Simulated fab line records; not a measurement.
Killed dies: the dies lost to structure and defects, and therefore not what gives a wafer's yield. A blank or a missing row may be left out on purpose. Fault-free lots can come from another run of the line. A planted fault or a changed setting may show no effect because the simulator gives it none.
Chamber matching | flow n5_finfet | 4 sister chambers for N5_BEOL_M14_DESCUM_15 on rie_diel-06
The step chemistry O2, time 7.9 s. 4 wafers are shown with their chamber, then 7 later ones without.

== WAFERS WITH THEIR CHAMBER ==
wafer  | chamber | drypump_motor_current_A (A)
L074.4 | 0       | 5.2
L081.3 | 1       | 5.5
L081.4 | 3       | 4.9
L084.5 | 2       | 5.6

== WAFERS MISSING THEIR CHAMBER ==
wafer  | drypump_motor_current_A (A)
L084.6 | 4.9
L087.1 | 4.9
L087.2 | 5.6
L087.5 | 5.0
L097.1 | 5.6
L097.2 | 5.5
L097.4 | 5.0

== WHICH CHAMBER EACH ONE RAN IN ==
wafer  | from the rows above     | in truth
L084.6 | 3                       | 3
L087.1 | 3                       | 3
L087.2 | can't be placed: 2 or 1 | 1
L087.5 | can't be placed: 3 or 0 | 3
L097.1 | can't be placed: 2 or 1 | 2
L097.2 | can't be placed: 1 or 2 | 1
L097.4 | can't be placed: 3 or 0 | 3
Placed correctly: 2 of 7. Cannot be placed on the basis of these rows: 5; the candidates contain the true chamber in 5. Number placed wrongly: 0.
How it was worked out, from the rows above alone: a wafer's distance from a chamber is the root of the sum, over the readings, of the square of ((its reading less the chamber's mean) divided by the reading's scatter). The wafer belongs to the nearest chamber; if the next one is less than 2 further off, it can't be placed. For every chamber, the mean is computed from those of its wafers that are shown. The scatter (one wafer shown for each chamber): square how far every hidden wafer sits from the nearest shown wafer, average those squares and take the square root.
